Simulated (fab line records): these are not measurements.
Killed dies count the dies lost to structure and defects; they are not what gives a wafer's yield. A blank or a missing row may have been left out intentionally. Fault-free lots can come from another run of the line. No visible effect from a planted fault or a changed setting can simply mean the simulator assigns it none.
Which tool did it?	flow n5Finfet	24 lots with 72 wafers sampled at 4 steps, on a route of 1938 steps

== WHAT THE GAUGES READ, wafer by wafer ==
N5_BEOL_M5_INSPECT_13: inspects for defects (brightfield). Usual: rawDefectCount 406, standard deviation 110.
lot	measured	on	rawDefectCount	flag
L074	day 7 14:44	defectInspect-01	510 444 363	
L075	day 8 11:44	defectInspect-02	331 379 390	
L076	day 8 14:20	defectInspect-02	237 228 305	
L077	day 8 16:39	defectInspect-01	533 264 604	
L078	day 8 20:05	defectInspect-02	426 695 856	
L079	day 9 06:50	defectInspect-02	610 475 514	
L080	day 9 14:58	defectInspect-02	319 376 280	
L082	day 9 17:10	defectInspect-02	319 382 254	
L081	day 9 21:59	defectInspect-01	286 376 352	
L083	day 10 00:56	defectInspect-01	309 273 309	
L084	day 10 12:52	defectInspect-01	445 450 445	
L085	day 10 14:47	defectInspect-01	378 304 422	
L087	day 11 05:19	defectInspect-02	327 323 332	
L086	day 11 08:49	defectInspect-02	374 466 358	
L089	day 11 11:56	defectInspect-01	404 565 384	
L088	day 11 18:17	defectInspect-01	282 349 290	
L090	day 11 20:59	defectInspect-01	671 309 415	
L091	day 12 07:51	defectInspect-01	503 503 524	
L092	day 12 14:22	defectInspect-02	234 334 342	
L094	day 12 17:45	defectInspect-02	432 581 433	
L093	day 12 17:11	defectInspect-01	352 328 265	
L095	day 13 00:21	defectInspect-01	442 448 416	
L096	day 13 09:28	defectInspect-02	356 364 271	
L097	day 14 00:59	defectInspect-02	277 451 326	

== TOOL THAT RAN EACH LOT (tool first, then ch and the chambers of the sampled wafers, then the start) ==
lot	N5_BEOL_M4_SPUTTER_86	N5_BEOL_M4_SPUTTER_90	N5_BEOL_M4_CO_CAP_55
L074	pvdSputter-02, day 7 09:40	pvdSputter-02, day 7 10:07	cvdCo-01 ch 0,2, day 7 11:47
L075	pvdSputter-01, day 8 05:55	pvdSputter-01, day 8 06:22	cvdCo-02 ch 0,1,2, day 8 07:54
L076	pvdSputter-01, day 8 09:36	pvdSputter-01, day 8 10:02	cvdCo-01 ch 0,1, day 8 11:38
L077	pvdSputter-01, day 8 11:50	pvdSputter-01, day 8 12:16	cvdCo-02 ch 1,2, day 8 13:48
L078	pvdSputter-03, day 8 14:50	pvdSputter-03, day 8 15:16	cvdCo-02 ch 1,2, day 8 16:52
L079	pvdSputter-02, day 9 02:20	pvdSputter-02, day 9 02:46	cvdCo-01 ch 0,2, day 9 04:19
L080	pvdSputter-01, day 9 10:18	pvdSputter-01, day 9 10:44	cvdCo-02 ch 0,1,2, day 9 12:25
L082	pvdSputter-03, day 9 12:06	pvdSputter-03, day 9 12:32	cvdCo-02 ch 1,2, day 9 14:04
L081	pvdSputter-03, day 9 17:32	pvdSputter-03, day 9 17:59	cvdCo-02 ch 0,2, day 9 19:30
L083	pvdSputter-02, day 9 18:00	pvdSputter-02, day 9 18:26	cvdCo-02 ch 0,1, day 9 20:16
L084	pvdSputter-01, day 10 08:07	pvdSputter-01, day 10 08:33	cvdCo-01 ch 0,1, day 10 10:04
L085	pvdSputter-01, day 10 09:57	pvdSputter-01, day 10 10:23	cvdCo-02 ch 0,1, day 10 11:55
L087	pvdSputter-01, day 10 23:12	pvdSputter-01, day 10 23:38	cvdCo-02 ch 0,2, day 11 01:10
L086	pvdSputter-02, day 11 04:00	pvdSputter-02, day 11 04:26	cvdCo-02 ch 0,1,2, day 11 06:07
L089	pvdSputter-03, day 11 06:46	pvdSputter-03, day 11 07:12	cvdCo-02 ch 0,1, day 11 08:46
L088	pvdSputter-02, day 11 12:57	pvdSputter-02, day 11 13:23	cvdCo-02 ch 0,1, day 11 14:58
L090	pvdSputter-01, day 11 14:22	pvdSputter-01, day 11 14:48	cvdCo-01 ch 0,2, day 11 16:20
L091	pvdSputter-03, day 12 02:11	pvdSputter-03, day 12 02:37	cvdCo-02 ch 0,1, day 12 04:25
L092	pvdSputter-01, day 12 07:15	pvdSputter-01, day 12 07:41	cvdCo-02 ch 1,2, day 12 10:26
L094	pvdSputter-01, day 12 12:12	pvdSputter-01, day 12 12:38	cvdCo-02 ch 0,1, day 12 14:29
L093	pvdSputter-02, day 12 12:25	pvdSputter-02, day 12 12:51	cvdCo-02 ch 0,1,2, day 12 14:22
L095	pvdSputter-03, day 12 18:11	pvdSputter-03, day 12 18:37	cvdCo-02 ch 0,2, day 12 20:22
L096	pvdSputter-03, day 13 04:05	pvdSputter-03, day 13 04:32	cvdCo-02 ch 0,1,2, day 13 06:03
L097	pvdSputter-03, day 13 19:56	pvdSputter-03, day 13 20:23	cvdCo-02 ch 0,2, day 13 21:56
- N5_BEOL_M4_SPUTTER_86: material Cu, target thk 4.5 nm, time 8.29 s.
- N5_BEOL_M4_SPUTTER_90: material Cu, target thk 4.5 nm, time 8.29 s.
- N5_BEOL_M4_CO_CAP_55: material Co, precursor CCTBA/H2, target thk 2 nm, time 102.1 s.

== AS READ BY THE TOOLS THEMSELVES (means over the sampled wafers that have a number; for cases with no such wafer, the mark the record gives instead) ==
N5_BEOL_M4_SPUTTER_86. Usual: susceptorTempC -20.01 C, standard deviation 0.11; throttleValvePct 29.7 %, standard deviation 1.4.
lot	tool	susceptorTempC (C)	throttleValvePct (%)	flag
L074	pvdSputter-02	-20.03	29.9	
L075	pvdSputter-01	-20.00	29.4	
L076	pvdSputter-01	-20.07	28.8	
L077	pvdSputter-01	-20.03	29.0	
L078	pvdSputter-03	-20.03	30.9	
L079	pvdSputter-02	-20.05	30.0	
L080	pvdSputter-01	-20.00	29.3	
L082	pvdSputter-03	-20.05	30.5	
L081	pvdSputter-03	-20.10	30.3	
L083	pvdSputter-02	-20.10	30.0	
L084	pvdSputter-01	-20.01	28.0	
L085	pvdSputter-01	-20.01	27.4	
L087	pvdSputter-01	-19.94	28.7	
L086	pvdSputter-02	-20.07	29.9	
L089	pvdSputter-03	-20.04	30.9	
L088	pvdSputter-02	-19.98	29.8	
L090	pvdSputter-01	-20.00	27.2	
L091	pvdSputter-03	-20.01	30.3	
L092	pvdSputter-01	-20.03	28.2	
L094	pvdSputter-01	-19.92	29.0	
L093	pvdSputter-02	-19.96	29.6	
L095	pvdSputter-03	-20.02	31.2	
L096	pvdSputter-03	-19.99	30.3	
L097	pvdSputter-03	-19.93	30.5	

N5_BEOL_M4_SPUTTER_90. Usual: susceptorTempC -20.00 C, standard deviation 0.11; throttleValvePct 29.6 %, standard deviation 1.4.
lot	tool	susceptorTempC (C)	throttleValvePct (%)	flag
L074	pvdSputter-02	-19.99	30.0	
L075	pvdSputter-01	-19.92	29.2	
L076	pvdSputter-01	-20.05	28.8	
L077	pvdSputter-01	-19.80	28.9	
L078	pvdSputter-03	-19.92	30.8	
L079	pvdSputter-02	-20.07	29.8	
L080	pvdSputter-01	-20.04	29.3	
L082	pvdSputter-03	-20.00	30.5	
L081	pvdSputter-03	-19.91	30.3	
L083	pvdSputter-02	-19.99	30.2	
L084	pvdSputter-01	-19.96	28.0	
L085	pvdSputter-01	-20.15	27.3	
L087	pvdSputter-01	-20.10	28.6	
L086	pvdSputter-02	-20.11	30.1	
L089	pvdSputter-03	-19.96	31.0	
L088	pvdSputter-02	-20.03	29.8	
L090	pvdSputter-01	-19.98	27.5	
L091	pvdSputter-03	-20.02	30.2	
L092	pvdSputter-01	-19.92	28.2	
L094	pvdSputter-01	-20.12	29.0	
L093	pvdSputter-02	-19.97	29.5	
L095	pvdSputter-03	-19.95	31.0	
L096	pvdSputter-03	-19.99	30.4	
L097	pvdSputter-03	-20.01	30.6	

N5_BEOL_M4_CO_CAP_55. Usual: heaterPowerW 261 W, standard deviation 38; susceptorTempC 200.00 C, standard deviation 0.14.
lot	tool	heaterPowerW (W)	susceptorTempC (C)	flag
L074	cvdCo-01	219	199.98	
L075	cvdCo-02	262	199.95	
L076	cvdCo-01	251	199.92	
L077	cvdCo-02	252	200.32	
L078	cvdCo-02	285	199.88	
L079	cvdCo-01	216	199.86	
L080	cvdCo-02	262	199.98	
L082	cvdCo-02	284	200.11	
L081	cvdCo-02	233	199.98	
L083	cvdCo-02	274	199.95	
L084	cvdCo-01	257	199.93	
L085	cvdCo-02	294	200.03	
L087	cvdCo-02	242	199.80	
L086	cvdCo-02	262	200.00	
L089	cvdCo-02	296	200.05	
L088	cvdCo-02	274	200.17	
L090	cvdCo-01	220	199.98	
L091	cvdCo-02	298	199.97	
L092	cvdCo-02	259	200.03	
L094	cvdCo-02	297	200.09	
L093	cvdCo-02	264	200.05	
L095	cvdCo-02	243	199.95	
L096	cvdCo-02	267	199.96	
L097	cvdCo-02	233	200.01	

== THE ANSWER, worked out from the rows above alone ==
Rule: take the mean of a lot's wafers that have a number; if it is more than 3 standard deviations from the usual mean, the lot is off. A lot without any number at a reading at which 4 lots or more have one is off too. Any other lot the step has rows for is counted as sound. After the gauges, taken in route order, come the tools' own readings; for these a lot's mean is taken, as printed above. The first step at which some lot is off is used, and at that step the reading that is off furthest; a lot without a number counts as furthest.
None of the lots is off at any reading shown; this tells nothing.

== WHAT HAD BEEN PUT IN BY THE SIMULATOR ==
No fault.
